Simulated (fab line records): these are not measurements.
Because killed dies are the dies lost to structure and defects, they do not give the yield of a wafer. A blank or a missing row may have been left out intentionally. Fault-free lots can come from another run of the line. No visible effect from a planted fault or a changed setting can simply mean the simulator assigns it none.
Which tool is to blame? | flow n5-finfet | 10 lots, 30 wafers sampled, at 6 steps of a route of 1938

## WHAT THE GAUGES SHOWED, per wafer
N5_GATE_CUT_THK_MEAS_24. Usual: GC_FILL_THK typically reads 219.1 nm, with standard deviation 2.2.
lot  | measured     | on            | GC_FILL_THK (nm)  | flag
L543 | day 4 23:52  | film-metro-01 | 221.7 221.6 221.0 |
L545 | day 5 11:09  | film-metro-02 | 216.2 217.4 219.6 |
L550 | day 6 14:59  | film-metro-01 | 219.6 220.9 217.9 |
L552 | day 7 05:00  | film-metro-02 | 217.6 215.6 220.5 |
L553 | day 7 10:28  | film-metro-02 | 220.5 220.5 221.6 |
L554 | day 7 20:25  | film-metro-02 | 217.5 215.7 218.8 |
L555 | day 7 21:11  | film-metro-01 | 223.1 219.9 221.8 |
L562 | day 9 15:35  | film-metro-02 | 212.6 216.3 214.1 |
L563 | day 9 19:56  | film-metro-02 | 219.0 217.3 218.0 |
L565 | day 10 07:11 | film-metro-01 | 217.3 218.4 216.7 |

N5_MOL_CONTACT_COAG_INSPECT_10: inspects for defects (brightfield). Usual: 73 for raw-defect-count, sd 31.
lot  | measured     | on                | raw-defect-count | flag
L543 | day 5 01:35  | defect-inspect-02 | 186 47 54        |
L545 | day 5 13:20  | defect-inspect-02 | 100 63 82        |
L550 | day 6 16:06  | defect-inspect-01 | 117 47 65        |
L552 | day 7 06:08  | defect-inspect-01 | 65 47 73         |
L553 | day 7 11:36  | defect-inspect-02 | 47 47 45         |
L554 | day 7 21:40  | defect-inspect-02 | 104 78 81        |
L555 | day 7 22:19  | defect-inspect-02 | 53 62 61         |
L562 | day 9 16:50  | defect-inspect-01 | 55 126 92        |
L563 | day 9 21:04  | defect-inspect-02 | 85 65 81         |
L565 | day 10 08:26 | defect-inspect-01 | 125 56 45        |

N5_MOL_CONTACT_COAG_THK_MEAS_29. Usual: MD_CAP_THK typically reads 17.94 nm, with standard deviation 0.079.
lot  | measured     | on            | MD_CAP_THK (nm)   | flag
L543 | day 5 09:22  | film-metro-02 | 17.97 17.95 18.02 |
L545 | day 5 20:49  | film-metro-01 | 17.92 17.93 17.98 |
L550 | day 7 00:04  | film-metro-01 | 17.95 17.84 17.84 |
L552 | day 7 14:39  | film-metro-02 | 17.98 18.09 17.76 |
L553 | day 7 23:38  | film-metro-02 | 18.07 17.92 18.06 |
L554 | day 8 08:16  | film-metro-02 | 17.69 17.92 17.97 |
L555 | day 8 10:49  | film-metro-01 | 18.01 17.95 17.98 |
L562 | day 10 03:07 | film-metro-01 | 18.05 17.90 17.81 |
L563 | day 10 08:58 | film-metro-02 | 17.82 17.86 17.91 |
L565 | day 10 17:35 | film-metro-02 | 17.85 17.89 17.90 |

N5_BEOL_M4_RC_MEAS_101. Usual: DIBL_N 35.9 mV/V, standard deviation 1.9; DIBL_P 35.8 mV/V, standard deviation 2.4; IOFF_N 0.15 nA/um, standard deviation 0.031; IOFF_P 0.21 nA/um, standard deviation 0.037; ION_N 672 uA/um, standard deviation 13; ION_P 462 uA/um, standard deviation 8.3; SS_N 71.5 mV/dec, standard deviation 0.72; SS_P 73.2 mV/dec, standard deviation 0.67; VT_N 250 mV, standard deviation 3.4; VT_P -250 mV, standard deviation 3.4.
lot  | measured     | on        | DIBL_N (mV/V)  | DIBL_P (mV/V)  | IOFF_N (nA/um) | IOFF_P (nA/um) | ION_N (uA/um) | ION_P (uA/um) | SS_N (mV/dec)  | SS_P (mV/dec)  | VT_N (mV)   | VT_P (mV)      | flag
L543 | day 8 08:36  | prober-01 | 36.6 34.4 35.2 | 36.7 35.1 36.2 | 0.16 0.12 0.14 | 0.23 0.21 0.23 | 671 640 667   | 469 456 472   | 71.6 70.6 70.9 | 73.5 73.6 73.5 | 250 257 253 | -248 -249 -249 |
L545 | day 9 05:14  | prober-02 | 35.8 37.4 35.5 | 35.0 36.8 34.3 | 0.13 0.16 0.13 | 0.18 0.22 0.18 | 661 669 669   | 453 462 459   | 71.1 72.1 71.0 | 72.7 73.6 73.0 | 251 252 252 | -252 -250 -251 |
L550 | day 9 13:34  | prober-02 | 36.2 39.5 36.9 | 38.6 41.0 38.6 | 0.18 0.23 0.18 | 0.23 0.26 0.21 | 695 689 679   | 470 451 456   | 72.5 73.2 72.7 | 73.3 75.1 74.0 | 245 245 248 | -250 -253 -254 |
L552 | day 10 09:46 | prober-01 | 35.1 33.3 36.9 | 35.3 33.8 37.2 | 0.13 0.11 0.16 | 0.17 0.15 0.20 | 665 658 675   | 456 457 459   | 70.7 70.6 72.0 | 72.8 73.1 73.7 | 253 255 251 | -254 -257 -251 |
L553 | day 11 04:35 | prober-02 | 37.5 36.8 39.8 | 36.0 35.3 39.6 | 0.17 0.16 0.23 | 0.22 0.21 0.31 | 689 670 699   | 475 464 482   | 71.7 71.8 72.4 | 72.8 72.9 73.8 | 248 248 243 | -247 -246 -241 |
L554 | day 11 13:04 | prober-01 | 38.2 34.0 36.5 | 38.1 32.7 35.6 | 0.20 0.13 0.17 | 0.28 0.19 0.24 | 686 665 675   | 473 461 469   | 71.8 70.9 70.3 | 74.0 72.1 73.5 | 245 251 250 | -246 -249 -246 |
L555 | day 11 05:10 | prober-01 | 36.8 35.0 34.6 | 38.0 35.3 36.1 | 0.17 0.14 0.14 | 0.24 0.20 0.21 | 676 655 679   | 465 459 470   | 71.6 71.8 71.0 | 73.1 73.2 73.0 | 249 253 249 | -245 -247 -246 |
L562 | day 13 07:49 | prober-01 | 37.3 35.4 35.8 | 37.4 36.2 35.8 | 0.19 0.16 0.17 | 0.26 0.23 0.23 | 682 676 688   | 470 472 471   | 71.5 70.8 70.9 | 73.0 73.6 72.9 | 244 247 247 | -246 -248 -248 |
L563 | day 13 22:16 | prober-02 | 36.2 37.0 35.5 | 39.0 39.4 37.0 | 0.16 0.16 0.14 | 0.23 0.22 0.19 | 667 662 672   | 459 451 461   | 71.7 71.6 71.8 | 73.3 73.5 73.1 | 252 249 252 | -248 -250 -250 |
L565 | day 14 01:53 | prober-02 | 34.6 36.8 36.9 | 33.6 35.7 35.7 | 0.13 0.17 0.16 | 0.20 0.23 0.23 | 674 690 682   | 473 475 473   | 70.6 71.4 71.3 | 72.7 73.0 72.5 | 250 249 253 | -251 -247 -247 |

## EACH LOT AND THE TOOL THAT RAN IT (in order: tool; ch and the chambers of the sampled wafers; start)
lot  | N5_MOL_CONTACT_COAG_PRE_CLEAN_142 | N5_MOL_CONTACT_COAG_CMP_23
L543 | pvd-sputter-01, day 5 06:08       | cmp-02 ch 0,1,2, day 5 06:23
L545 | pvd-sputter-01, day 5 17:54       | cmp-03 ch 2,3, day 5 18:11
L550 | pvd-sputter-02, day 6 21:09       | cmp-02 ch 0,1, day 6 21:23
L552 | pvd-sputter-02, day 7 11:39       | cmp-02 ch 1,2,3, day 7 11:58
L553 | pvd-sputter-02, day 7 20:43       | cmp-03 ch 1,2,3, day 7 21:00
L554 | pvd-sputter-03, day 8 04:46       | cmp-02 ch 0,2,3, day 8 05:07
L555 | pvd-sputter-03, day 8 07:43       | cmp-04 ch 0,1,2, day 8 08:07
L562 | pvd-sputter-01, day 10 00:08      | cmp-04 ch 1,2, day 10 00:23
L563 | pvd-sputter-03, day 10 05:39      | cmp-04 ch 1,2,3, day 10 06:01
L565 | pvd-sputter-02, day 10 14:39      | cmp-04 ch 1,2, day 10 14:56
- N5_MOL_CONTACT_COAG_PRE_CLEAN_142: time 60 s.
- N5_MOL_CONTACT_COAG_CMP_23: polishes, stops on SiO2, t overpolish 1.5 s, target thk 0 nm.

## WHAT THE TOOLS THEMSELVES READ (means of the sampled wafers that have a number; where no wafer has one, the mark that the record gives instead)
N5_MOL_CONTACT_COAG_PRE_CLEAN_142. Usual: 483 W for heater-power-w, sd 31.
lot  | tool           | heater-power-w (W) | flag
L543 | pvd-sputter-01 | 475                |
L545 | pvd-sputter-01 | 462                |
L550 | pvd-sputter-02 | 488                |
L552 | pvd-sputter-02 | 483                |
L553 | pvd-sputter-02 | 484                |
L554 | pvd-sputter-03 | 492                |
L555 | pvd-sputter-03 | 493                |
L562 | pvd-sputter-01 | 466                |
L563 | pvd-sputter-03 | 496                |
L565 | pvd-sputter-02 | 494                |

N5_MOL_CONTACT_COAG_CMP_23. Usual: edge-zone-pressure-frac 1.000, standard deviation 0.0047; motor-current-A 8.2 A, standard deviation 0.53; overpolish-run-s 1.501 s, standard deviation 0.0094; platen-rpm 50.29 rpm, standard deviation 0.033; time-to-endpoint-s 8.7 s, standard deviation 2.5.
lot  | tool   | edge-zone-pressure-frac | motor-current-A (A) | overpolish-run-s (s) | platen-rpm (rpm) | time-to-endpoint-s (s) | flag
L543 | cmp-02 | 1.003                   | 8.4                 | 1.504                | 50.30            | 8.0                    |
L545 | cmp-03 | 0.995                   | 8.9                 | 1.507                | 50.28            | 8.9                    |
L550 | cmp-02 | 1.003                   | 8.1                 | 1.504                | 50.28            | 10.2                   |
L552 | cmp-02 | 1.002                   | 8.3                 | 1.503                | 51.96            | 6.6                    | OFF
L553 | cmp-03 | 0.998                   | 8.5                 | 1.498                | 50.27            | 10.4                   |
L554 | cmp-02 | 0.999                   | 8.3                 | 1.494                | 51.96            | 5.3                    | OFF
L555 | cmp-04 | 1.006                   | 8.4                 | 1.502                | 50.29            | 9.4                    |
L562 | cmp-04 | 0.995                   | 8.6                 | 1.504                | 50.31            | 10.4                   |
L563 | cmp-04 | 1.000                   | 8.3                 | 1.507                | 50.30            | 12.2                   |
L565 | cmp-04 | 1.000                   | 8.6                 | 1.496                | 50.29            | 9.3                    |

## THE ANSWER, worked out from the rows above alone
Rule: take the mean of a lot's wafers that have a number; if it is more than 3 standard deviations from the usual mean, the lot is off. Also off: a lot with no number at a reading for which 4 or more lots have one. The other lots that the step has rows for count as sound. Order of review: gauges by route order, followed by the tools' own readings, for which a lot's mean as printed above is used. At the first step where some lot is off, the reading lying furthest off is the one used; lots without a number count as furthest.
Off, at N5_MOL_CONTACT_COAG_CMP_23 on platen-rpm: L552, L554.
A tool fits if, at that step or a process step before it, it ran every lot that is off, and no sound lot after the first of them. One fits: cmp-02 at N5_MOL_CONTACT_COAG_CMP_23. Its last sound lot is L550 (day 6 21:23), its first lot that is off L552 (day 7 11:58): a fault that began between those two fits.
On the lots that are off, the tool's own readings at N5_MOL_CONTACT_COAG_CMP_23 differ by more than 5 times the standard deviation of the sound lots' means, which bears it out; platen-rpm reads 51.96 rpm there versus 50.29 rpm on the sound lots.

## WHAT THE SIMULATOR HAD INSERTED
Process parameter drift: cmp-02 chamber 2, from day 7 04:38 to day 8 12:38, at N5_MOL_CONTACT_COAG_CMP_23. From 50.289, the setting platen-rpm moved by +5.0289. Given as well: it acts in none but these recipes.
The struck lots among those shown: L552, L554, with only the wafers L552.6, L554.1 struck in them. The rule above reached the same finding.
